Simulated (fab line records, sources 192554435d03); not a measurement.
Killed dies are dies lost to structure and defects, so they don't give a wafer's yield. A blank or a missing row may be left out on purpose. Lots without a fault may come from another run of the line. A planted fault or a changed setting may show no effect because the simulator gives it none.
Chamber matching | flow n5_finfet | N5_MOL_CONTACT_COAG_CONTACT_ETCH_14 on rie_diel-02: 4 sister chambers
The step etches SiO2 in C4F6/O2, target depth 27.5 nm, overetch 8.5 nm, time 20 s. 4 wafers are shown with their chamber, then 8 later ones without.

WAFERS WITH THEIR CHAMBER
wafer  | chamber | showerhead_plenum_p_Torr (Torr)
L087.3 | 1       | 2.84
L090.1 | 0       | 3.07
L090.6 | 2       | 2.85
L093.3 | 3       | 2.75

WAFERS WITHOUT THEIR CHAMBER
wafer  | showerhead_plenum_p_Torr (Torr)
L093.5 | 2.85
L093.6 | 2.74
L095.1 | 2.74
L095.2 | 2.83
L095.3 | 2.85
L095.4 | 2.74
L095.5 | 2.85
L095.6 | 2.83

WHICH CHAMBER EACH WENT THROUGH
wafer  | from the rows above     | in truth
L093.5 | can't be placed: 2 or 1 | 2
L093.6 | 3                       | 3
L095.1 | 3                       | 3
L095.2 | can't be placed: 1 or 2 | 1
L095.3 | can't be placed: 2 or 1 | 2
L095.4 | 3                       | 3
L095.5 | can't be placed: 2 or 1 | 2
L095.6 | can't be placed: 1 or 2 | 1
Placed correctly: 3 of 8. Can't be placed from these rows: 5 (the true chamber is among the candidates in 5). Placed wrongly: 0.
How it was worked out, from the rows above alone: a wafer's distance from a chamber is the root of the sum, over the readings, of the square of ((its reading less the chamber's mean) divided by the reading's scatter). The wafer belongs to the nearest chamber; if the next one is less than 2 further off, it can't be placed. A chamber's mean is the mean of its shown wafers. The scatter: with one shown wafer a chamber, the root of the mean of the squares of how far each hidden wafer lies from its nearest shown one.
